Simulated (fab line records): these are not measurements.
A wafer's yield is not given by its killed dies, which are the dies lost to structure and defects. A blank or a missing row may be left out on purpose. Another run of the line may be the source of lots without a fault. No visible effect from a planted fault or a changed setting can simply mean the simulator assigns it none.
The tool behind it: which one?	flow nand_harc	Sampling: 6 lots, 18 wafers, 4 of 1302 route steps

== WHAT THE GAUGES READ, wafer by wafer ==
NHARC_A_SOURCE_PLATE_THK_MEAS_09: measures by ellipsometry.
lot	measured	on	thk_nm (nm)
L750	day 8 09:38	film_metro-01	11.9 10.1 11.6
L752	day 9 04:35	film_metro-02	8.6 10.5 7.9
L754	day 10 06:43	film_metro-01	10.1 10.7 7.4
L758	day 11 21:19	film_metro-02	15.8 15.6 16.1
L765	day 14 14:16	film_metro-01	9.8 9.0 11.0
L768	day 16 06:55	film_metro-01	9.8 9.0 8.8

== EACH LOT AND THE TOOL THAT RAN IT (in order: tool; ch and the chambers of the sampled wafers; start) ==
lot	NHARC_P_BONDPAD_DEGAS_25	NHARC_P_BONDPAD_ACTIVATE_29	NHARC_A_SOURCE_PLATE_OXIDE_02
L750	pvd_sputter-02, day 7 22:11	rie_diel-02 ch 1,2,3, day 8 00:07	furnace-06 ch 0, day 8 05:35
L752	pvd_sputter-01, day 8 17:01	rie_diel-12 ch 0,2,3, day 8 18:46	furnace-05 ch 0, day 9 00:34
L754	pvd_sputter-02, day 9 19:31	rie_diel-12 ch 0,2, day 9 21:12	furnace-06 ch 0, day 10 02:37
L758	pvd_sputter-03, day 11 05:52	rie_diel-12 ch 0,2,3, day 11 07:33	furnace-06, day 11 13:02 and furnace-01 ch 0, day 11 16:58
L765	pvd_sputter-01, day 14 02:31	rie_diel-12 ch 0,2,3, day 14 04:16	furnace-05 ch 0, day 14 10:13
L768	pvd_sputter-02, day 15 18:49	rie_diel-02 ch 0,2, day 15 20:29	furnace-01 ch 0, day 16 02:50
- NHARC_P_BONDPAD_DEGAS_25: time 60 s.
- NHARC_P_BONDPAD_ACTIVATE_29: chemistry N2, time 60 s.
- NHARC_A_SOURCE_PLATE_OXIDE_02: material SiO2, target thk 10 nm, ox time 1362 s.

== THE ANSWER, worked out from the rows above alone ==
Rule: usual is defined by the lots themselves. Put in order of their means at a reading, lots are off if they are a third of the lots or fewer, leave a main group of 4 or more, and stand apart from it by a gap of 3 or more times the standard deviation of the main group's means; of several such gaps the widest counts. A main group whose means are all the same, to the digits that the tables above print for the reading, isn't used. A lot without any number at a reading at which 4 lots or more have one is off too. The other lots that the step has rows for count as sound.
Off: L758 (NHARC_A_SOURCE_PLATE_THK_MEAS_09, thk_nm). The main group: mean 9.7 nm, standard deviation 0.79.
A tool fits if, at a process step before that reading, it ran every lot that is off, and no sound lot after the first of them. The gauges at NHARC_A_SOURCE_PLATE_THK_MEAS_09 are tried like those tools. Can't be told from this: 3 tools fit, pvd_sputter-03 at NHARC_P_BONDPAD_DEGAS_25, furnace-06 at NHARC_A_SOURCE_PLATE_OXIDE_02, film_metro-02 at NHARC_A_SOURCE_PLATE_THK_MEAS_09.

== WHAT THE SIMULATOR HAD INSERTED ==
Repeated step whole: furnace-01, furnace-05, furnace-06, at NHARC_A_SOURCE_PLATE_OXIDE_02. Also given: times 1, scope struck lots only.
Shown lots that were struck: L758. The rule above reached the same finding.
